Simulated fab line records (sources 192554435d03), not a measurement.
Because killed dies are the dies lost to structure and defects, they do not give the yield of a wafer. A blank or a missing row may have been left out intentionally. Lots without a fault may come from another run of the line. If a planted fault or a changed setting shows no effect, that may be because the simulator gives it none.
Matching of chambers	flow n5_finfet	4 sister chambers for N5_BEOL_M15_DESCUM_15 on rie_diel-03
The step chemistry O2, time 7.9 s. 4 wafers are shown with their chamber, then 9 later ones without.

WAFERS, EACH WITH ITS CHAMBER
wafer	chamber	drypump_motor_current_A (A)
L090.6	1	6.1
L091.1	0	5.9
L091.3	3	5.4
L091.4	2	5.0

WAFERS MISSING THEIR CHAMBER
wafer	drypump_motor_current_A (A)
L092.2	5.4
L092.4	5.1
L092.6	5.4
L093.1	5.4
L093.5	5.1
L093.6	5.4
L097.2	5.1
L097.3	5.9
L097.6	5.4

EACH ONE'S CHAMBER
wafer	from the rows above	in truth
L092.2	3	3
L092.4	2	2
L092.6	3	3
L093.1	3	3
L093.5	2	2
L093.6	3	3
L097.2	2	2
L097.3	0	0
L097.6	3	3
Correctly placed: 9 of 9. Not placeable from these rows: 0. 0 placed wrongly.
How it was worked out, from the rows above alone: a wafer's distance from a chamber is the root of the sum, over the readings, of the square of ((its reading less the chamber's mean) divided by the reading's scatter). The wafer belongs to the nearest chamber; if the next one is less than 2 further off, it can't be placed. A chamber's mean is the mean of its shown wafers. The scatter: root of mean squared gap, hidden wafer to nearest shown wafer, with one shown wafer a chamber.
